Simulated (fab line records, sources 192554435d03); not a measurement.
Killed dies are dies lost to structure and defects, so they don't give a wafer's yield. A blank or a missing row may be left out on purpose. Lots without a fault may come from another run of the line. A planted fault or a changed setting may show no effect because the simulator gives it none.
Chamber matching | flow n5_finfet | N5_DUMMY_GATE_ETCH_23 on rie_si-01: 4 sister chambers
The step etches poly-Si in HBr/Cl2/O2, target depth 41 nm, time 22.3 s. 4 wafers are shown with their chamber, then 7 later ones without.

WAFERS WITH THEIR CHAMBER
wafer  | chamber | throttle_valve_pct (%)
L085.2 | 3       | 36.86
L085.6 | 2       | 36.77
L086.3 | 1       | 37.10
L086.4 | 0       | 37.12

WAFERS WITHOUT THEIR CHAMBER
wafer  | throttle_valve_pct (%)
L086.5 | 37.09
L087.3 | 36.77
L087.5 | 37.09
L087.6 | 36.76
L095.2 | 37.11
L095.3 | 36.78
L095.5 | 37.13

WHICH CHAMBER EACH WENT THROUGH
wafer  | from the rows above     | in truth
L086.5 | 1                       | 1
L087.3 | 2                       | 2
L087.5 | 1                       | 1
L087.6 | 2                       | 2
L095.2 | can't be placed: 0 or 1 | 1
L095.3 | 2                       | 2
L095.5 | 0                       | 0
Placed correctly: 6 of 7. Can't be placed from these rows: 1 (the true chamber is among the candidates in 1). Placed wrongly: 0.
How it was worked out, from the rows above alone: a wafer's distance from a chamber is the root of the sum, over the readings, of the square of ((its reading less the chamber's mean) divided by the reading's scatter). The wafer belongs to the nearest chamber; if the next one is less than 2 further off, it can't be placed. A chamber's mean is the mean of its shown wafers. The scatter: with one shown wafer a chamber, the root of the mean of the squares of how far each hidden wafer lies from its nearest shown one.
